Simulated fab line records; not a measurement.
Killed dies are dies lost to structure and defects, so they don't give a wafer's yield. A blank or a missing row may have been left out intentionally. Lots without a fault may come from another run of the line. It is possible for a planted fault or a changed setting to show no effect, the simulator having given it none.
fab line records | flow n5Finfet | part 1 of 2: steps 1 to 19 of 27
[record] lots = 5 | wafers = 15 | lastDay = 18
route steps=1938 shown BEOL_M5@1126
lots that met no fault: taken from a fault-free run of the same line
startH: the number of hours between the record's first day and the start of the first shown wafer of the lot | waitH: hours elapsed since this lot's preceding step | " repeats the value in the row above | L1.1+2: a single row standing in for several wafers | - no value, or no start given | * or withheld: withheld | < > ~ a bound
route shown NAME@n: names a module that has steps shown in the file, with the first one's number in the route | usual: the fault-free wafers' mean and standard deviation | same: alike in all rows | chamber/n: place in a boat | sites: each site's reading | _std_site: their standard deviation | _edge_site: inner sites' mean taken away from outer sites' mean | radiusMm: for every site, how far away it sits from the centre of the wafer | mask NAME#n: copy n | behind: tool/chamber where the wafer was last shaped | hold: what put the lot on hold/how long, in hours/how the hold closed | device: which transistor (n, p or np) failed to switch | end of line: the tests these same wafers got at the end of their route | step lacking rows: just its recipe | killed: the dies lost at the first sort to structure and to defects; this is not the yield of the wafer | map: dies across one wafer; x = killed, . = not, _ = none there
set.NAME: the setting the step ran with; set.NAME@STEP: the setting that earlier step ran with | model.NAME: the simulator's own value behind a step, which no gauge read
a table for each step, a row for each wafer; lots at some steps of the route
services: a tool's chamber out of use, with start hour (startH, from the record's first day; less than 0 if before it), hours out, and reason
[[steps]]
[step N5_BEOL_M5_CD_MEAS_11]
[recipe] targetCdNm = 27.74 | landingEnergyEv = 500 | detector = seInlens
[usual] cdNm = 27.99/0.27
lot.wafer | tool     | chamber | startH | waitH | cdNm
L074.1    | cdSem-03 | 0       | 162.79 | -     | 27.94
L074.3    | "        | 0       | "      | "     | 27.82
L074.5    | "        | 0       | "      | "     | 28.39
L086.2    | cdSem-02 | 0       | 250.87 | -     | 28.04
L086.4    | "        | 0       | "      | "     | 28.38
L086.6    | "        | 0       | "      | "     | 27.89
L090.2    | cdSem-02 | 0       | 278.59 | -     | 27.79
L090.4    | "        | 0       | "      | "     | 28.04
L090.6    | "        | 0       | "      | "     | 27.88
L092.1    | cdSem-03 | 0       | 292.11 | -     | 27.30
L092.4    | "        | 0       | "      | "     | 28.09
L092.5    | "        | 0       | "      | "     | 27.86
L097.1    | cdSem-02 | 0       | 320.39 | -     | 28.00
L097.4    | "        | 0       | "      | "     | 28.48
L097.6    | "        | 0       | "      | "     | 28.14
[step N5_BEOL_M5_OVL_MEAS_12]
[recipe] pointsPerWafer = 522
[usual] M5_OVL = 0.2/0.84
lot.wafer | tool       | chamber | startH | waitH | M5_OVL[nm]
L074.1    | overlay-01 | 0       | 162.82 | 0.0   | 0.7
L074.3    | "          | 0       | "      | "     | 0.6
L074.5    | "          | 0       | "      | "     | 0.9
L086.2    | overlay-02 | 0       | 250.90 | 0.0   | 0.8
L086.4    | "          | 0       | "      | "     | -0.1
L086.6    | "          | 0       | "      | "     | 0.3
L090.2    | overlay-02 | 0       | 278.63 | 0.0   | 1.0
L090.4    | "          | 0       | "      | "     | 0.0
L090.6    | "          | 0       | "      | "     | 0.1
L092.1    | overlay-02 | 0       | 292.14 | 0.0   | 0.8
L092.4    | "          | 0       | "      | "     | 0.4
L092.5    | "          | 0       | "      | "     | -1.0
L097.1    | overlay-02 | 0       | 320.42 | 0.0   | -0.7
L097.4    | "          | 0       | "      | "     | 0.4
L097.6    | "          | 0       | "      | "     | 1.2
[step N5_BEOL_M5_INSPECT_13]
[recipe] mode = adi | inspectInstrument = brightfield
[usual] rawDefectCount = 398/83
lot.wafer | tool             | chamber | startH | waitH | rawDefectCount
L074.1    | defectInspect-01 | -       | 162.88 | 0.1   | 412
L074.3    | "                | -       | "      | "     | 351
L074.5    | "                | -       | "      | "     | 292
L086.2    | defectInspect-02 | -       | 250.97 | 0.1   | 329
L086.4    | "                | -       | "      | "     | 275
L086.6    | "                | -       | "      | "     | 369
L090.2    | defectInspect-01 | -       | 278.68 | 0.0   | 421
L090.4    | "                | -       | "      | "     | 373
L090.6    | "                | -       | "      | "     | 377
L092.1    | defectInspect-01 | -       | 292.20 | 0.1   | 289
L092.4    | "                | -       | "      | "     | 364
L092.5    | "                | -       | "      | "     | 324
L097.1    | defectInspect-02 | -       | 320.47 | 0.1   | 275
L097.4    | "                | -       | "      | "     | 421
L097.6    | "                | -       | "      | "     | 364
[step N5_BEOL_M5_DESCUM_16]
[recipe] chemistry = O2 | timeS = 7 | sourcePowerW = 50 | biasPowerW = 20 | pressureMtorr = 20 | rfFrequencyHz = 2.712e+07 | tempC = 40 | resist = CAR-EUV | o2FlowSccm = 225
[usual] chamberPressureMTorr = 20.000/0.019 | drypumpMotorCurrentA = 5.8/0.38 | oesProductAu = 0.78/0.083 | rfVppV = 242.9/1.3 | showerheadPlenumPTorr = 2.07/0.074 | tempC = 39.99/0.11 | throttleValvePct = 20.39/0.25
lot.wafer | tool       | chamber | startH | waitH | chamberPressureMTorr | drypumpMotorCurrentA | oesProductAu | rfHoursCounterH | rfVppV | showerheadPlenumPTorr | tempC | throttleValvePct
L074.1    | rieDiel-03 | 0       | 162.91 | 0.0   | 19.995               | 5.9                  | 0.87         | 48              | 242.0  | 2.02                  | 40.10 | 20.10
L074.3    | "          | 1       | "      | "     | 20.020               | 5.7                  | 0.79         | 137             | 243.3  | 2.09                  | 39.75 | 20.14
L074.5    | "          | 3       | "      | "     | 19.977               | 5.5                  | 0.71         | -               | 244.2  | 2.17                  | 40.01 | 20.40
L086.2    | rieDiel-02 | 2       | 251.00 | 0.0   | 19.988               | 5.8                  | 0.74         | 162             | 243.2  | 2.09                  | 39.97 | 20.66
L086.4    | "          | 1       | "      | "     | 20.014               | 6.4                  | 0.96         | 9               | 241.8  | 2.03                  | 40.00 | 19.96
L086.6    | "          | 3       | "      | "     | 19.994               | 4.9                  | 0.71         | -               | 240.2  | 2.00                  | 40.00 | 20.93
L090.2    | rieDiel-03 | 3       | 278.72 | 0.0   | 19.991               | 5.5                  | 0.69         | 212             | 244.9  | 2.16                  | 40.09 | 20.48
L090.4    | "          | 0       | "      | "     | 20.023               | 5.9                  | 0.83         | 80              | 242.0  | 2.01                  | 39.99 | 20.15
L090.6    | "          | 1       | "      | "     | 20.009               | 5.7                  | 0.74         | -               | 244.2  | 2.08                  | 39.87 | 20.21
L092.1    | rieDiel-02 | 0       | 292.23 | 0.0   | 20.010               | 5.7                  | 0.90         | 31              | 244.0  | 2.13                  | 39.98 | 20.23
L092.4    | "          | 3       | "      | "     | 20.014               | 4.9                  | 0.70         | 238             | 240.4  | 1.99                  | 39.98 | 20.95
L092.5    | "          | 0       | "      | "     | 20.016               | 5.7                  | 0.91         | -               | 245.0  | 2.13                  | 40.19 | 20.23
L097.1    | rieDiel-03 | 2       | 320.53 | 0.1   | 20.001               | 6.0                  | 0.73         | 207             | 243.0  | 1.98                  | 39.89 | 20.51
L097.4    | "          | 1       | "      | "     | 20.055               | 5.7                  | 0.75         | -               | 243.1  | 2.07                  | 39.86 | 20.22
L097.6    | "          | 3       | "      | "     | 19.995               | 5.5                  | 0.68         | -               | 244.8  | 2.16                  | 39.90 | 20.48
[step N5_BEOL_M5_ETCH_72]
[recipe] chemistry = N2/H2 | target = underlayer | targetDepthA = 65 | maskMaterial = CAR-EUV | timeS = 5.2 | ionEnergyEv = 200 | pressureMtorr = 30 | sourceW = 840 | biasW = 150 | n2FlowSccm = 200 | h2FlowSccm = 200 | ends = cleared
[usual] chamberPressureMTorr = 30.00/0.042 | drypumpMotorCurrentA = 5.8/0.37 | etchRfOnTimeS = 5.22/0.1 | n2FlowSccm = 200.0/0.63 | oesProductAu = 0.66/0.069 | rfVppV = 523.2/2.6 | showerheadPlenumPTorr = 2.52/0.086 | throttleValvePct = 17.87/0.22
lot.wafer | tool       | chamber | startH | waitH | chamberPressureMTorr | drypumpMotorCurrentA | etchRfOnTimeS | n2FlowSccm | oesProductAu | rfHoursCounterH | rfVppV | showerheadPlenumPTorr | throttleValvePct
L074.1    | rieDiel-03 | 0       | 162.95 | 0.0   | 30.09                | 5.9                  | 5.20          | 199.9      | 0.73         | 48              | 522.0  | 2.47                  | 17.63
L074.3    | "          | 1       | "      | "     | 30.01                | 5.7                  | 5.16          | 199.6      | 0.67         | 137             | 524.8  | 2.54                  | 17.60
L074.5    | "          | 3       | "      | "     | 29.98                | 5.6                  | 5.29          | 199.7      | 0.61         | -               | 524.7  | 2.65                  | 17.88
L086.2    | rieDiel-02 | 2       | 251.03 | 0.0   | 29.94                | 5.9                  | 5.16          | 199.4      | 0.64         | 162             | 523.6  | 2.54                  | 18.18
L086.4    | "          | 1       | "      | "     | 29.98                | 6.3                  | 5.14          | 199.2      | 0.82         | 9               | 520.3  | 2.49                  | 17.45
L086.6    | "          | 3       | "      | "     | 29.84                | 4.9                  | 4.97          | 199.4      | 0.63         | -               | 519.7  | 2.40                  | 18.16
L090.2    | rieDiel-03 | 3       | 278.75 | 0.0   | 29.99                | 5.5                  | 5.35          | 199.5      | 0.58         | 212             | 527.2  | 2.63                  | 17.91
L090.4    | "          | 0       | "      | "     | 30.02                | 6.0                  | 5.29          | 198.7      | 0.70         | 80              | 520.8  | 2.46                  | 17.68
L090.6    | "          | 1       | "      | "     | 29.96                | 5.7                  | 5.09          | 200.3      | 0.65         | -               | 523.9  | 2.53                  | 17.68
L092.1    | rieDiel-02 | 0       | 292.26 | 0.0   | 30.00                | 5.7                  | 5.21          | 200.4      | 0.77         | 31              | 522.7  | 2.61                  | 17.77
L092.4    | "          | 3       | "      | "     | 29.98                | 4.9                  | 4.95          | 200.8      | 0.63         | 238             | 517.7  | 2.40                  | 18.20
L092.5    | "          | 0       | "      | "     | 29.96                | 5.7                  | 5.20          | 200.8      | 0.77         | -               | 522.9  | 2.61                  | 17.79
L097.1    | rieDiel-03 | 2       | 320.56 | 0.0   | 30.01                | 6.0                  | 5.22          | 200.3      | 0.62         | 207             | 522.0  | 2.43                  | 18.05
L097.4    | "          | 1       | "      | "     | 30.05                | 5.7                  | 5.14          | 198.9      | 0.63         | -               | 523.4  | 2.52                  | 17.72
L097.6    | "          | 3       | "      | "     | 29.89                | 5.5                  | 5.33          | 199.4      | 0.58         | -               | 527.0  | 2.63                  | 17.92
[step N5_BEOL_M5_ETCH_61]
[recipe] chemistry = CF4 | target = SiARC | targetDepthA = 156 | maskMaterial = CAR-EUV | timeS = 26 | ionEnergyEv = 80 | pressureMtorr = 40 | sourceW = 545 | biasW = 36 | Ar_flow_sccm = 100 | cf4FlowSccm = 100 | ends = cleared
[usual] chamberPressureMTorr = 40.00/0.039 | drypumpMotorCurrentA = 5.8/0.37 | etchRfOnTimeS = 26.1/0.47 | oesProductAu = 0.66/0.068 | rfVppV = 184.0/1.2 | showerheadPlenumPTorr = 2.12/0.067 | throttleValvePct = 15.61/0.24
lot.wafer | tool       | chamber | startH | waitH | chamberPressureMTorr | drypumpMotorCurrentA | etchRfOnTimeS | oesProductAu | rfHoursCounterH | rfVppV | showerheadPlenumPTorr | throttleValvePct
L074.1    | rieDiel-03 | 0       | 162.96 | 0.0   | 39.98                | 5.9                  | 26.3          | 0.73         | 48              | 183.6  | 2.09                  | 15.34
L074.3    | "          | 1       | "      | "     | 39.97                | 5.7                  | 26.0          | 0.67         | 137             | 184.4  | 2.15                  | 15.39
L074.5    | "          | 3       | "      | "     | 40.00                | 5.5                  | 26.3          | 0.60         | -               | 184.4  | 2.22                  | 15.66
L086.2    | rieDiel-02 | 2       | 251.05 | 0.0   | 40.02                | 5.8                  | 26.3          | 0.64         | 162             | 185.2  | 2.14                  | 15.88
L086.4    | "          | 1       | "      | "     | 40.05                | 6.4                  | 26.0          | 0.81         | 9               | 183.4  | 2.10                  | 15.24
L086.6    | "          | 3       | "      | "     | 39.93                | 4.9                  | 25.1          | 0.63         | -               | 182.7  | 2.04                  | 16.03
L090.2    | rieDiel-03 | 3       | 278.77 | 0.0   | 39.97                | 5.5                  | 26.6          | 0.59         | 212             | 185.1  | 2.21                  | 15.72
L090.4    | "          | 0       | "      | "     | 40.02                | 5.9                  | 26.4          | 0.69         | 80              | 183.0  | 2.08                  | 15.37
L090.6    | "          | 1       | "      | "     | 40.02                | 5.7                  | 26.0          | 0.65         | -               | 184.8  | 2.13                  | 15.46
L092.1    | rieDiel-02 | 0       | 292.28 | 0.0   | 40.01                | 5.7                  | 26.3          | 0.77         | 31              | 183.8  | 2.17                  | 15.30
L092.4    | "          | 3       | "      | "     | 39.97                | 4.9                  | 25.2          | 0.62         | 238             | 183.2  | 2.03                  | 16.06
L092.5    | "          | 0       | "      | "     | 40.06                | 5.7                  | 26.3          | 0.76         | -               | 184.1  | 2.17                  | 15.30
L097.1    | rieDiel-03 | 2       | 320.58 | 0.0   | 40.07                | 6.0                  | 26.3          | 0.62         | 207             | 182.8  | 2.05                  | 15.81
L097.4    | "          | 1       | "      | "     | 40.03                | 5.7                  | 26.1          | 0.64         | -               | 185.0  | 2.13                  | 15.50
L097.6    | "          | 3       | "      | "     | 39.94                | 5.5                  | 26.5          | 0.58         | -               | 184.6  | 2.20                  | 15.75
[step N5_BEOL_M5_ETCH_62]
[recipe] chemistry = N2/H2 | target = SOC | targetDepthA = 750 | overetchA = 150 | maskMaterial = SiARC | tempC = 40 | timeS = 112.5 | ionEnergyEv = 200 | pressureMtorr = 30 | sourceW = 840 | biasW = 150 | n2FlowSccm = 200 | h2FlowSccm = 200
[usual] chamberPressureMTorr = 30.003/0.029 | drypumpMotorCurrentA = 5.8/0.37 | n2FlowSccm = 200.1/0.65 | oesProductAu = 0.62/0.063 | rfVppV = 523.4/2.5 | showerheadPlenumPTorr = 2.52/0.086 | tempC = 40.00/0.12 | throttleValvePct = 17.83/0.22
lot.wafer | tool       | chamber | startH | waitH | chamberPressureMTorr | drypumpMotorCurrentA | n2FlowSccm | oesProductAu | rfHoursCounterH | rfVppV | showerheadPlenumPTorr | tempC | throttleValvePct
L074.1    | rieDiel-03 | 0       | 162.99 | 0.0   | 29.998               | 5.9                  | 201.3      | 0.68         | 48              | 521.1  | 2.47                  | 39.74 | 17.59
L074.3    | "          | 1       | "      | "     | 29.995               | 5.7                  | 200.0      | 0.62         | 137             | 525.3  | 2.54                  | 40.16 | 17.58
L074.5    | "          | 3       | "      | "     | 30.024               | 5.6                  | 200.9      | 0.57         | -               | 526.0  | 2.65                  | 40.03 | 17.81
L086.2    | rieDiel-02 | 2       | 251.08 | 0.0   | 30.019               | 5.9                  | 199.9      | 0.60         | 162             | 522.9  | 2.54                  | 40.00 | 18.14
L086.4    | "          | 1       | "      | "     | 30.060               | 6.4                  | 201.1      | 0.75         | 9               | 521.3  | 2.49                  | 40.04 | 17.42
L086.6    | "          | 3       | "      | "     | 29.974               | 4.9                  | 201.1      | 0.57         | -               | 521.0  | 2.40                  | 40.13 | 18.14
L090.2    | rieDiel-03 | 3       | 278.80 | 0.0   | 30.025               | 5.5                  | 200.7      | 0.56         | 212             | 525.7  | 2.63                  | 39.84 | 17.86
L090.4    | "          | 0       | "      | "     | 30.002               | 5.9                  | 199.9      | 0.65         | 80              | 521.1  | 2.46                  | 40.03 | 17.62
L090.6    | "          | 1       | "      | "     | 30.022               | 5.7                  | 198.6      | 0.59         | -               | 523.9  | 2.53                  | 40.05 | 17.63
L092.1    | rieDiel-02 | 0       | 292.31 | 0.0   | 29.999               | 5.7                  | 200.1      | 0.72         | 31              | 524.8  | 2.61                  | 39.89 | 17.75
L092.4    | "          | 3       | "      | "     | 29.999               | 4.9                  | 199.8      | 0.56         | 238             | 518.9  | 2.40                  | 40.02 | 18.16
L092.5    | "          | 0       | "      | "     | 30.011               | 5.7                  | 200.5      | 0.71         | -               | 523.8  | 2.61                  | 39.93 | 17.75
L097.1    | rieDiel-03 | 2       | 320.61 | 0.0   | 29.956               | 6.1                  | 200.9      | 0.58         | 207             | 520.5  | 2.43                  | 40.06 | 18.04
L097.4    | "          | 1       | "      | "     | 29.960               | 5.7                  | 199.6      | 0.58         | -               | 523.0  | 2.52                  | 40.14 | 17.67
L097.6    | "          | 3       | "      | "     | 29.999               | 5.5                  | 200.3      | 0.54         | -               | 526.8  | 2.63                  | 39.92 | 17.87
[step N5_BEOL_M5_STRIP_63]
[recipe] chemistry = N2/H2 | tempC = 40 | n2FlowSccm = 200 | h2FlowSccm = 200 | rfFrequencyHz = 6e+07
lot.wafer  | tool       | chamber | startH | waitH
L074.1+3+5 | rieDiel-03 | 0,1,3   | 163.10 | 0.1
L086.2+4+6 | rieDiel-02 | 2,1,3   | 251.19 | 0.1
L090.2+4+6 | rieDiel-03 | 3,0,1   | 278.90 | 0.1
L092.1+4+5 | rieDiel-02 | 0,3,0   | 292.42 | 0.1
L097.1+4+6 | rieDiel-03 | 2,1,3   | 320.71 | 0.1
[step N5_BEOL_M5_STRIP_73]
[recipe] chemistry = N2/H2 | tempC = 40 | n2FlowSccm = 200 | h2FlowSccm = 200 | rfFrequencyHz = 6e+07
lot.wafer  | tool       | chamber | startH | waitH
L074.1+3+5 | rieDiel-03 | 0,1,3   | 163.11 | 0.0
L086.2+4+6 | rieDiel-02 | 2,1,3   | 251.20 | 0.0
L090.2+4+6 | rieDiel-03 | 3,0,1   | 278.91 | 0.0
L092.1+4+5 | rieDiel-02 | 0,3,0   | 292.43 | 0.0
L097.1+4+6 | rieDiel-03 | 2,1,3   | 320.72 | 0.0
[step N5_BEOL_M5_STRIP_64]
[recipe] chemistry = CF4 | resist = SiARC | powerW = 300 | biasPowerW = 75 | pressureMtorr = 50 | cf4FlowSccm = 150 | rfFrequencyHz = 6e+07
[usual] chamberPressureMTorr = 50.00/0.045 | drypumpMotorCurrentA = 5.7/0.37 | oesProductAu = 0.77/0.079 | powerW = 300.0/0.86 | rfVppV = 270.9/1.4 | showerheadPlenumPTorr = 1.78/0.054 | throttleValvePct = 13.57/0.27
lot.wafer | tool       | chamber | startH | waitH | chamberPressureMTorr | drypumpMotorCurrentA | oesProductAu | powerW | rfHoursCounterH | rfVppV | showerheadPlenumPTorr | throttleValvePct
L074.1    | rieDiel-03 | 0       | 163.12 | 0.0   | 50.04                | 5.9                  | 0.85         | 300.2  | 48              | 270.7  | 1.74                  | 13.28
L074.3    | "          | 1       | "      | "     | 50.04                | 5.7                  | 0.77         | 299.1  | 137             | 270.4  | 1.79                  | 13.36
L074.5    | "          | 3       | "      | "     | 50.05                | 5.5                  | 0.71         | 299.3  | -               | 272.6  | 1.86                  | 13.66
L086.2    | rieDiel-02 | 2       | 251.21 | 0.0   | 50.04                | 5.9                  | 0.74         | 299.4  | 162             | 271.1  | 1.79                  | 13.83
L086.4    | "          | 1       | "      | "     | 50.00                | 6.4                  | 0.93         | 300.8  | 9               | 269.2  | 1.75                  | 13.11
L086.6    | "          | 3       | "      | "     | 50.06                | 4.9                  | 0.71         | 301.8  | -               | 269.0  | 1.72                  | 14.07
L090.2    | rieDiel-03 | 3       | 278.92 | 0.0   | 49.96                | 5.5                  | 0.69         | 299.7  | 212             | 272.4  | 1.85                  | 13.74
L090.4    | "          | 0       | "      | "     | 50.03                | 5.9                  | 0.81         | 299.8  | 80              | 269.4  | 1.73                  | 13.33
L090.6    | "          | 1       | "      | "     | 49.94                | 5.7                  | 0.74         | 300.4  | -               | 271.7  | 1.78                  | 13.44
L092.1    | rieDiel-02 | 0       | 292.44 | 0.0   | 50.01                | 5.7                  | 0.89         | 300.8  | 31              | 271.6  | 1.81                  | 13.23
L092.4    | "          | 3       | "      | "     | 50.00                | 4.9                  | 0.70         | 298.1  | 238             | 268.6  | 1.72                  | 14.09
L092.5    | "          | 0       | "      | "     | 50.08                | 5.7                  | 0.90         | 299.6  | -               | 271.9  | 1.81                  | 13.24
L097.1    | rieDiel-03 | 2       | 320.73 | 0.0   | 50.01                | 6.0                  | 0.72         | 300.6  | 207             | 270.4  | 1.72                  | 13.81
L097.4    | "          | 1       | "      | "     | 49.98                | 5.7                  | 0.74         | 300.8  | -               | 271.0  | 1.77                  | 13.46
L097.6    | "          | 3       | "      | "     | 49.97                | 5.5                  | 0.68         | 298.7  | -               | 271.3  | 1.85                  | 13.78
[step N5_BEOL_M5_HM_OPEN_17]
[recipe] chemistry = Cl2/BCl3 | targetDepthA = 200 | overetchA = 60 | target = TiN | maskMaterial = SOC | ionEnergyEv = 150 | pressureMtorr = 10 | icpW = 1000 | biasW = 126 | Cl2_flow_sccm = 53.25 | bcl3FlowSccm = 21.75 | Ar_flow_sccm = 25
[usual] chamberPressureMTorr = 10.000/0.0092 | drypumpMotorCurrentA = 6.0/0.34 | mfcCl2Sccm = 53.23/0.14 | oesProductAu = 0.67/0.069 | throttleValvePct = 22.11/0.19
lot.wafer | tool        | chamber | startH | waitH | chamberPressureMTorr | drypumpMotorCurrentA | mfcCl2Sccm | oesProductAu | rfHoursCounterH | throttleValvePct
L074.1    | rieMetal-01 | 1       | 163.16 | 0.0   | 9.990                | 6.2                  | 53.20      | 0.70         | 29              | 22.22
L074.3    | "           | 1       | "      | "     | 9.993                | 6.1                  | 53.20      | 0.70         | -               | 22.22
L074.5    | "           | 1       | "      | "     | 10.007               | 6.1                  | 53.16      | 0.70         | -               | 22.22
L086.2    | rieMetal-03 | 0       | 251.25 | 0.0   | 9.992                | 6.3                  | 53.08      | 0.67         | 42              | 22.09
L086.4    | "           | 0       | "      | "     | 9.990                | 6.3                  | 52.86      | 0.68         | -               | 22.07
L086.6    | "           | 1       | "      | "     | 10.016               | 6.1                  | 52.96      | 0.52         | -               | 22.04
L090.2    | rieMetal-01 | 0       | 278.96 | 0.0   | 10.011               | 5.3                  | 53.33      | 0.63         | 47              | 21.77
L090.4    | "           | 1       | "      | "     | 9.992                | 6.1                  | 53.40      | 0.66         | -               | 22.25
L090.6    | "           | 1       | "      | "     | 9.999                | 6.1                  | 53.36      | 0.66         | -               | 22.25
L092.1    | rieMetal-02 | 0       | 292.48 | 0.0   | 9.984                | 6.1                  | 53.34      | 0.71         | 19              | 22.15
L092.4    | "           | 0       | "      | "     | 10.009               | 6.1                  | 53.15      | 0.71         | -               | 22.11
L092.5    | "           | 0       | "      | "     | 10.007               | 6.1                  | 53.15      | 0.71         | -               | 22.14
L097.1    | rieMetal-02 | 0       | 320.77 | 0.0   | 9.993                | 6.1                  | 53.46      | 0.70         | 22              | 22.15
L097.4    | "           | 0       | "      | "     | 10.010               | 6.1                  | 53.19      | 0.71         | -               | 22.14
L097.6    | "           | 0       | "      | "     | 10.003               | 6.1                  | 53.23      | 0.71         | -               | 22.15
[step N5_BEOL_M5_STRIP_19]
[recipe] chemistry = O2 | powerW = 400 | tempC = 40 | pressureMtorr = 30 | rfFrequencyHz = 6e+07 | biasPowerW = 0 | overashFraction = 0.2 | o2FlowSccm = 225
[usual] chamberPressureMTorr = 29.999/0.027 | drypumpMotorCurrentA = 5.7/0.37 | oesProductAu = 0.79/0.092 | rfVppV = 3.7/0.49 | showerheadPlenumPTorr = 2.08/0.072 | tempC = 40.00/0.11 | throttleValvePct = 16.63/0.25
lot.wafer | tool       | chamber | startH | waitH | chamberPressureMTorr | drypumpMotorCurrentA | oesProductAu | rfHoursCounterH | rfVppV | showerheadPlenumPTorr | tempC | throttleValvePct
L074.1    | rieDiel-03 | 1       | 163.36 | 0.2   | 30.025               | 5.7                  | 0.78         | 137             | 3.5    | 2.09                  | 39.88 | 16.41
L074.3    | "          | 0       | "      | "     | 29.994               | 5.9                  | 0.87         | 48              | 4.2    | 2.03                  | 40.05 | 16.36
L074.5    | "          | 3       | "      | "     | 29.960               | 5.5                  | 0.71         | -               | 3.6    | 2.18                  | 39.96 | 16.69
L086.2    | rieDiel-03 | 1       | 251.40 | 0.1   | 29.953               | 5.7                  | 0.75         | 162             | 3.4    | 2.08                  | 39.90 | 16.47
L086.4    | "          | 3       | "      | "     | 30.023               | 5.5                  | 0.69         | 204             | 4.2    | 2.17                  | 39.97 | 16.75
L086.6    | "          | 0       | "      | "     | 29.999               | 5.9                  | 0.84         | -               | 3.5    | 2.02                  | 40.04 | 16.40
L090.2    | rieDiel-03 | 1       | 279.07 | 0.1   | 30.041               | 5.7                  | 0.75         | 171             | 4.1    | 2.08                  | 40.15 | 16.49
L090.4    | "          | 2       | "      | "     | 30.064               | 6.0                  | 0.75         | 195             | 2.9    | 1.99                  | 40.16 | 16.77
L090.6    | "          | 1       | "      | "     | 30.008               | 5.7                  | 0.75         | -               | 3.4    | 2.08                  | 40.11 | 16.50
L092.1    | rieDiel-03 | 1       | 292.82 | 0.3   | 30.004               | 5.7                  | 0.75         | 174             | 4.5    | 2.08                  | 40.01 | 16.50
L092.4    | "          | 3       | "      | "     | 30.004               | 5.6                  | 0.69         | 216             | 3.2    | 2.16                  | 39.97 | 16.76
L092.5    | "          | 1       | "      | "     | 29.975               | 5.7                  | 0.75         | -               | 4.3    | 2.08                  | 39.93 | 16.50
L097.1    | rieDiel-03 | 1       | 320.89 | 0.1   | 29.979               | 5.7                  | 0.74         | 183             | 3.1    | 2.08                  | 39.97 | 16.51
L097.4    | "          | 1       | "      | "     | 29.991               | 5.7                  | 0.74         | -               | 3.2    | 2.08                  | 39.99 | 16.52
L097.6    | "          | 3       | "      | "     | 29.964               | 5.5                  | 0.67         | -               | 3.9    | 2.16                  | 39.95 | 16.81
[step N5_BEOL_M5_CD_MEAS_18]
[recipe] pitchNm = 56 | targetCdNm = 28
[usual] cdNm = 27.9/0.34
lot.wafer | tool     | chamber | startH | waitH | cdNm
L074.1    | cdSem-02 | -       | 163.43 | 0.0   | 28.3
L074.3    | "        | -       | "      | "     | 28.6
L074.5    | "        | -       | "      | "     | 28.2
L086.2    | cdSem-03 | -       | 251.47 | 0.1   | 27.8
L086.4    | "        | -       | "      | "     | 28.5
L086.6    | "        | -       | "      | "     | 27.9
L090.2    | cdSem-02 | -       | 279.15 | 0.1   | 28.0
L090.4    | "        | -       | "      | "     | 27.9
L090.6    | "        | -       | "      | "     | 27.8
L092.1    | cdSem-01 | -       | 292.89 | 0.0   | 27.2
L092.4    | "        | -       | "      | "     | 27.9
L092.5    | "        | -       | "      | "     | 27.6
L097.1    | cdSem-03 | -       | 320.96 | 0.0   | 28.1
L097.4    | "        | -       | "      | "     | 28.8
L097.6    | "        | -       | "      | "     | 28.1
[step N5_BEOL_M5_COAT_65]
[recipe] resist = SOC | tempC = 250 | timeS = 60 | spinRpm = 1500 | resistThkNm = 60
lot.wafer  | tool          | chamber | startH | waitH
L074.1+3+5 | lithoTrack-01 | 0       | 165.97 | 2.5
L086.2+4+6 | lithoTrack-04 | 0       | 253.21 | 1.7
L090.2+4+6 | lithoTrack-05 | 0       | 279.45 | 0.3
L092.1+4+5 | lithoTrack-05 | 0       | 295.16 | 2.3
L097.1+4+6 | lithoTrack-05 | 0       | 322.31 | 1.3
[step N5_BEOL_M5_COAT_66]
[recipe] resist = SiARC | tempC = 220 | timeS = 60 | spinRpm = 1500 | resistThkNm = 12
lot.wafer  | tool          | chamber | startH | waitH
L074.1+3+5 | lithoTrack-01 | 0       | -      | -
L086.2+4+6 | lithoTrack-04 | 0       | -      | -
L090.2+4+6 | lithoTrack-05 | 0       | -      | -
L092.1+4+5 | lithoTrack-05 | 0       | -      | -
L097.1+4+6 | lithoTrack-05 | 0       | -      | -
[step N5_BEOL_M5_COAT_74]
[recipe] resist = underlayer | tempC = 205 | timeS = 60 | spinRpm = 1500 | resistThkNm = 5
lot.wafer  | tool          | chamber | startH | waitH
L074.1+3+5 | lithoTrack-01 | 0       | -      | -
L086.2+4+6 | lithoTrack-04 | 0       | -      | -
L090.2+4+6 | lithoTrack-05 | 0       | -      | -
L092.1+4+5 | lithoTrack-05 | 0       | -      | -
L097.1+4+6 | lithoTrack-05 | 0       | -      | -
[step N5_BEOL_M5_COAT_22]
[recipe] resist = CAR-EUV | spinRpm = 1500 | resistThkNm = 30
lot.wafer  | tool          | chamber | startH | waitH
L074.1+3+5 | lithoTrack-01 | 0       | -      | -
L086.2+4+6 | lithoTrack-04 | 0       | -      | -
L090.2+4+6 | lithoTrack-05 | 0       | -      | -
L092.1+4+5 | lithoTrack-05 | 0       | -      | -
L097.1+4+6 | lithoTrack-05 | 0       | -      | -
[step N5_BEOL_M5_EBR_24]
[recipe] solvent = PGMEA | ebrWidthMm = 1.5
lot.wafer  | tool          | chamber | startH | waitH
L074.1+3+5 | lithoTrack-01 | 0       | -      | -
L086.2+4+6 | lithoTrack-04 | 0       | -      | -
L090.2+4+6 | lithoTrack-05 | 0       | -      | -
L092.1+4+5 | lithoTrack-05 | 0       | -      | -
L097.1+4+6 | lithoTrack-05 | 0       | -      | -
[step N5_BEOL_M5_SOFTBAKE_23]
[recipe] tempC = 110 | timeS = 60 | resist = CAR-EUV
lot.wafer  | tool          | chamber | startH | waitH
L074.1+3+5 | lithoTrack-01 | 0       | -      | -
L086.2+4+6 | lithoTrack-04 | 0       | -      | -
L090.2+4+6 | lithoTrack-05 | 0       | -      | -
L092.1+4+5 | lithoTrack-05 | 0       | -      | -
L097.1+4+6 | lithoTrack-05 | 0       | -      | -
